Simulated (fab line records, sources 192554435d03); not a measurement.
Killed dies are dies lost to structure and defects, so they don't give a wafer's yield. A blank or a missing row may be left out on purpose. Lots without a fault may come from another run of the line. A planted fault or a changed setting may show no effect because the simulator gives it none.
Which tool did it? | flow n5_finfet | 9 lots, 27 wafers sampled, at 5 steps of a route of 1938

WHAT THE GAUGES READ, wafer by wafer
N5_BEOL_M4_RC_MEAS_101. Usual: DIBL_N 36.3 mV/V, standard deviation 1; DIBL_P 36.2 mV/V, standard deviation 1.4; EOT_N 10.56, standard deviation 0.079; EOT_P 10.50, standard deviation 0.083; IGATE_N 0.0120 nA/um, standard deviation 0.0013; IGATE_P 0.0036 nA/um, standard deviation 0.00041; IOFF_N 0.157 nA/um, standard deviation 0.021; IOFF_N_85C 3.1 nA/um, standard deviation 0.35; IOFF_N_LIN 0.073 nA/um, standard deviation 0.0083; IOFF_P 0.206 nA/um, standard deviation 0.025; IOFF_P_85C 3.6 nA/um, standard deviation 0.37; IOFF_P_LIN 0.099 nA/um, standard deviation 0.01; ION_N 673 uA/um, standard deviation 9; ION_P 461 uA/um, standard deviation 6.4; SS_N 71.5 mV/dec, standard deviation 0.5; SS_P 73.2 mV/dec, standard deviation 0.47; VT_N 249.9 mV, standard deviation 2.4; VT_N_LVT 98.2 mV, standard deviation 2.7; VT_P -250.6 mV, standard deviation 2.9; VT_P_LVT -98.8 mV, standard deviation 2.6.
lot  | measured     | on        | DIBL_N (mV/V)  | DIBL_P (mV/V)  | EOT_N             | EOT_P             | IGATE_N (nA/um)      | IGATE_P (nA/um)      | IOFF_N (nA/um)    | IOFF_N_85C (nA/um) | IOFF_N_LIN (nA/um) | IOFF_P (nA/um)    | IOFF_P_85C (nA/um) | IOFF_P_LIN (nA/um) | ION_N (uA/um) | ION_P (uA/um) | SS_N (mV/dec)  | SS_P (mV/dec)  | VT_N (mV)         | VT_N_LVT (mV)   | VT_P (mV)            | VT_P_LVT (mV)       | flag
L897 | day 8 05:33  | prober-01 | 35.3 37.3 34.9 | 34.4 37.2 34.2 | 10.49 10.61 10.63 | 10.46 10.59 10.50 | 0.0130 0.0109 0.0109 | 0.0038 0.0032 0.0032 | 0.136 0.170 0.129 | 2.7 3.2 2.6        | 0.065 0.078 0.062  | 0.177 0.217 0.175 | 3.2 3.8 3.2        | 0.087 0.101 0.086  | 671 682 668   | 462 467 461   | 70.8 71.2 70.1 | 73.1 74.0 73.2 | 250.8 248.2 250.4 | 96.4 93.7 98.6  | -251.1 -250.9 -252.8 | -98.2 -96.5 -98.7   |
L898 | day 8 10:10  | prober-02 | 36.3 35.5 37.9 | 36.9 36.1 38.2 | 10.53 10.55 10.55 | 10.44 10.50 10.53 | 0.0120 0.0123 0.0120 | 0.0034 0.0035 0.0034 | 0.150 0.134 0.171 | 2.9 2.7 3.3        | 0.069 0.063 0.075  | 0.209 0.194 0.225 | 3.7 3.4 3.9        | 0.101 0.094 0.106  | 659 657 669   | 457 452 461   | 71.7 71.6 72.7 | 72.9 73.6 74.3 | 252.3 255.2 250.0 | 98.7 100.6 98.2 | -251.1 -251.2 -252.0 | -98.2 -99.8 -97.6   |
L899 | day 8 05:05  | prober-02 | 36.7 34.9 36.6 | 35.9 34.3 36.5 | 10.55 10.47 10.57 | 10.50 10.42 10.48 | 0.0128 0.0134 0.0118 | 0.0038 0.0039 0.0035 | 0.175 0.153 0.190 | 3.4 3.0 3.6        | 0.080 0.072 0.086  | 0.204 0.182 0.208 | 3.6 3.2 3.6        | 0.094 0.088 0.095  | 683 679 689   | 460 466 462   | 71.6 71.4 71.7 | 73.8 73.2 74.1 | 249.0 250.8 248.7 | 95.2 95.3 92.7  | -251.3 -252.4 -253.0 | -99.1 -99.7 -98.6   |
L900 | day 9 11:14  | prober-01 | 35.1 36.8 36.6 | 35.5 37.4 37.1 | 10.42 10.62 10.64 | 10.48 10.42 10.55 | 0.0146 0.0115 0.0120 | 0.0044 0.0034 0.0036 | 0.132 0.159 0.158 | 2.7 3.1 3.1        | 0.062 0.073 0.072  | 0.191 0.221 0.216 | 3.4 3.8 3.7        | 0.095 0.106 0.102  | 675 679 679   | 465 471 464   | 70.5 71.0 71.9 | 72.7 73.3 72.9 | 252.1 246.7 248.5 | 101.9 99.2 99.9 | -252.4 -248.8 -251.5 | -101.8 -98.6 -100.1 |
L901 | day 9 07:38  | prober-02 | 36.7 35.1 35.3 | 37.4 36.1 36.2 | 10.58 10.43 10.45 | 10.43 10.33 10.39 | 0.0119 0.0129 0.0126 | 0.0035 0.0039 0.0038 | 0.170 0.145 0.144 | 3.3 2.9 2.9        | 0.077 0.067 0.067  | 0.224 0.196 0.196 | 3.9 3.5 3.5        | 0.106 0.095 0.097  | 669 665 661   | 464 456 458   | 72.4 71.5 70.9 | 73.5 73.2 73.4 | 247.3 251.9 251.8 | 96.7 98.3 98.8  | -249.1 -252.0 -252.4 | -96.6 -99.5 -98.8   |
L902 | day 9 09:32  | prober-01 | 37.5 39.5 38.3 | 35.9 38.7 37.6 | 10.50 10.47 10.36 | 10.51 10.40 10.39 | 0.0110 0.0142 0.0146 | 0.0033 0.0043 0.0045 | 0.151 0.202 0.181 | 3.0 3.7 3.4        | 0.071 0.089 0.083  | 0.199 0.242 0.226 | 3.4 4.0 3.7        | 0.095 0.109 0.103  | 668 686 686   | 464 467 469   | 71.5 72.3 71.5 | 73.9 73.3 73.5 | 250.2 246.9 250.7 | 99.8 94.4 96.6  | -249.6 -247.3 -250.6 | -100.5 -98.6 -98.4  |
L905 | day 9 19:16  | prober-02 | 35.4 46.5 36.2 | 35.4 48.4 35.5 | 10.37 15.11 10.61 | 10.49 14.97 10.49 | 0.0132 0.0001 0.0121 | 0.0039 0.0000 0.0036 | 0.140 0.436 0.159 | 2.7 7.0 3.0        | 0.064 0.197 0.069  | 0.180 0.484 0.186 | 3.1 7.3 3.2        | 0.086 0.225 0.088  | 663 626 661   | 451 428 450   | 70.8 73.8 71.9 | 73.5 75.9 73.4 | 252.7 236.4 250.9 | 100.8 85.7 98.8 | -250.7 -240.1 -254.0 | -103.5 -90.2 -103.0 | OFF
L907 | day 10 18:02 | prober-01 | 46.7 35.9 35.5 | 47.6 35.9 35.2 | 14.89 10.46 10.61 | 14.92 10.54 10.45 | 0.0001 0.0141 0.0121 | 0.0000 0.0042 0.0037 | 0.399 0.152 0.155 | 6.8 3.0 3.1        | 0.186 0.072 0.074  | 0.493 0.208 0.199 | 7.6 3.6 3.5        | 0.243 0.103 0.099  | 617 670 674   | 424 465 469   | 73.4 71.8 71.9 | 75.3 72.8 72.5 | 238.2 250.5 249.1 | 87.1 97.6 97.2  | -241.4 -248.5 -248.3 | -86.2 -98.4 -97.5   | OFF
L916 | day 12 23:17 | prober-01 | 35.8 34.6 35.3 | 36.5 35.0 35.7 | 10.47 10.64 10.56 | 10.31 10.55 10.43 | 0.0135 0.0117 0.0126 | 0.0041 0.0035 0.0038 | 0.162 0.136 0.152 | 3.2 2.8 3.1        | 0.075 0.065 0.071  | 0.227 0.198 0.210 | 3.9 3.5 3.6        | 0.108 0.099 0.103  | 680 670 677   | 469 467 468   | 71.4 71.5 71.4 | 74.0 72.7 73.7 | 245.4 251.9 251.6 | 97.6 101.8 98.9 | -247.4 -251.0 -245.4 | -96.6 -97.0 -97.9   |

WHICH TOOL RAN EACH LOT (tool, then ch and the chambers of the sampled wafers, then the start)
lot  | N5_DUMMY_GATE_ALD_02             | N5_BEOL_M4_SPUTTER_81        | N5_BEOL_M4_SPUTTER_90        | N5_BEOL_M4_CO_CAP_55
L897 | ald_sin-03 ch 1,2,3, day 2 19:16 | pvd_sputter-03, day 8 02:46  | pvd_sputter-03, day 8 03:26  | cvd_co-02 ch 0,1, day 8 05:01
L898 | ald_sin-04 ch 0,1,2, day 3 00:57 | pvd_sputter-01, day 8 07:35  | pvd_sputter-01, day 8 08:15  | cvd_co-01 ch 0,2, day 8 09:47
L899 | ald_sin-03 ch 1,2, day 3 08:31   | pvd_sputter-01, day 8 02:40  | pvd_sputter-01, day 8 03:20  | cvd_co-01 ch 1,2, day 8 04:52
L900 | ald_sin-03 ch 1,3, day 3 15:22   | pvd_sputter-01, day 9 08:37  | pvd_sputter-01, day 9 09:17  | cvd_co-02 ch 0,1,2, day 9 10:58
L901 | ald_sin-03 ch 0,1,3, day 3 20:23 | pvd_sputter-01, day 9 04:49  | pvd_sputter-01, day 9 05:29  | cvd_co-01 ch 0,1,2, day 9 07:25
L902 | ald_sin-03 ch 0,1,3, day 4 00:19 | pvd_sputter-02, day 9 07:07  | pvd_sputter-02, day 9 07:47  | cvd_co-01 ch 1,2, day 9 09:19
L905 | ald_sin-03 ch 0,1,2, day 4 18:48 | pvd_sputter-01, day 9 16:49  | pvd_sputter-01, day 9 17:29  | cvd_co-01 ch 0,1,2, day 9 19:01
L907 | ald_sin-03 ch 1,2,3, day 5 12:19 | pvd_sputter-02, day 10 15:28 | pvd_sputter-02, day 10 16:08 | cvd_co-02 ch 0,2, day 10 17:39
L916 | ald_sin-01 ch 0,1,2, day 7 13:33 | pvd_sputter-02, day 12 20:04 | pvd_sputter-02, day 12 20:43 | cvd_co-01 ch 1,2, day 12 22:16
- N5_DUMMY_GATE_ALD_02: deposits SiO2, target thk 2 nm, pulse time 1 s.
- N5_BEOL_M4_SPUTTER_81: material Cu, target thk 4.5 nm, time 8.29 s.
- N5_BEOL_M4_SPUTTER_90: material Cu, target thk 4.5 nm, time 8.29 s.
- N5_BEOL_M4_CO_CAP_55: material Co, precursor CCTBA/H2, target thk 2 nm, time 102.1 s.

WHAT THE TOOLS THEMSELVES READ (means of the sampled wafers that have a number; where no wafer has one, the mark that the record gives instead)
N5_DUMMY_GATE_ALD_02. Usual: chamber_pressure_Torr 1.999 Torr, standard deviation 0.0048; heater_power_w 432 W, standard deviation 55; precursor_pulse_height_rel 1.001, standard deviation 0.02.
lot  | tool       | chamber_pressure_Torr (Torr) | heater_power_w (W) | precursor_pulse_height_rel | flag
L897 | ald_sin-03 | 1.997                        | 402                | 1.002                      |
L898 | ald_sin-04 | 1.997                        | 458                | 0.997                      |
L899 | ald_sin-03 | 1.999                        | 396                | 1.002                      |
L900 | ald_sin-03 | 2.000                        | 432                | 1.002                      |
L901 | ald_sin-03 | 1.996                        | 442                | 0.976                      |
L902 | ald_sin-03 | 2.002                        | 445                | 1.017                      |
L905 | ald_sin-03 | 1.999                        | 447                | 0.985                      |
L907 | ald_sin-03 | 2.001                        | 406                | 1.011                      |
L916 | ald_sin-01 | 1.999                        | 462                | 1.005                      |

N5_BEOL_M4_SPUTTER_81. Usual: throttle_valve_pct 29.8 %, standard deviation 1.3.
lot  | tool           | throttle_valve_pct (%) | flag
L897 | pvd_sputter-03 | 30.2                   |
L898 | pvd_sputter-01 | 30.6                   |
L899 | pvd_sputter-01 | 30.3                   |
L900 | pvd_sputter-01 | 30.3                   |
L901 | pvd_sputter-01 | 30.3                   |
L902 | pvd_sputter-02 | 29.0                   |
L905 | pvd_sputter-01 | 30.3                   |
L907 | pvd_sputter-02 | 29.6                   |
L916 | pvd_sputter-02 | 29.2                   |

N5_BEOL_M4_SPUTTER_90. Usual: throttle_valve_pct 29.8 %, standard deviation 1.3.
lot  | tool           | throttle_valve_pct (%) | flag
L897 | pvd_sputter-03 | 30.1                   |
L898 | pvd_sputter-01 | 30.6                   |
L899 | pvd_sputter-01 | 30.2                   |
L900 | pvd_sputter-01 | 30.2                   |
L901 | pvd_sputter-01 | 30.3                   |
L902 | pvd_sputter-02 | 29.1                   |
L905 | pvd_sputter-01 | 30.2                   |
L907 | pvd_sputter-02 | 29.6                   |
L916 | pvd_sputter-02 | 29.0                   |

N5_BEOL_M4_CO_CAP_55. Usual: chamber_pressure_Torr 30.00 Torr, standard deviation 0.076; heater_power_w 220 W, standard deviation 25.
lot  | tool      | chamber_pressure_Torr (Torr) | heater_power_w (W) | flag
L897 | cvd_co-02 | 29.96                        | 214                |
L898 | cvd_co-01 | 29.94                        | 214                |
L899 | cvd_co-01 | 29.96                        | 206                |
L900 | cvd_co-02 | 29.98                        | 234                |
L901 | cvd_co-01 | 30.01                        | 209                |
L902 | cvd_co-01 | 29.96                        | 205                |
L905 | cvd_co-01 | 29.93                        | 208                |
L907 | cvd_co-02 | 30.00                        | 261                |
L916 | cvd_co-01 | 30.05                        | 211                |

THE ANSWER, worked out from the rows above alone
Rule: a lot is off if the mean of its wafers that have a number lies more than 3 standard deviations from the usual mean. A lot without any number at a reading at which 4 lots or more have one is off too. The other lots that the step has rows for count as sound. The gauges are gone through in route order, then the tools' own readings, and for those a lot's mean is taken as printed above. The first step at which some lot is off is used, and at that step the reading that is off furthest; a lot without a number counts as furthest.
Off: L905, L907, at N5_BEOL_M4_RC_MEAS_101 (EOT_N).
A tool fits if, at a process step before that reading, it ran every lot that is off, and no sound lot after the first of them. The gauges at N5_BEOL_M4_RC_MEAS_101 are tried like those tools. One fits: ald_sin-03 at N5_DUMMY_GATE_ALD_02. Its last sound lot is L902 (day 4 00:19), its first lot that is off L905 (day 4 18:48): a fault that began between those two fits.

WHAT THE SIMULATOR HAD PUT IN
Process parameter drift: ald_sin-03, from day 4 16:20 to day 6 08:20, at N5_DUMMY_GATE_ALD_02. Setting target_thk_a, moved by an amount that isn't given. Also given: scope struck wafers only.
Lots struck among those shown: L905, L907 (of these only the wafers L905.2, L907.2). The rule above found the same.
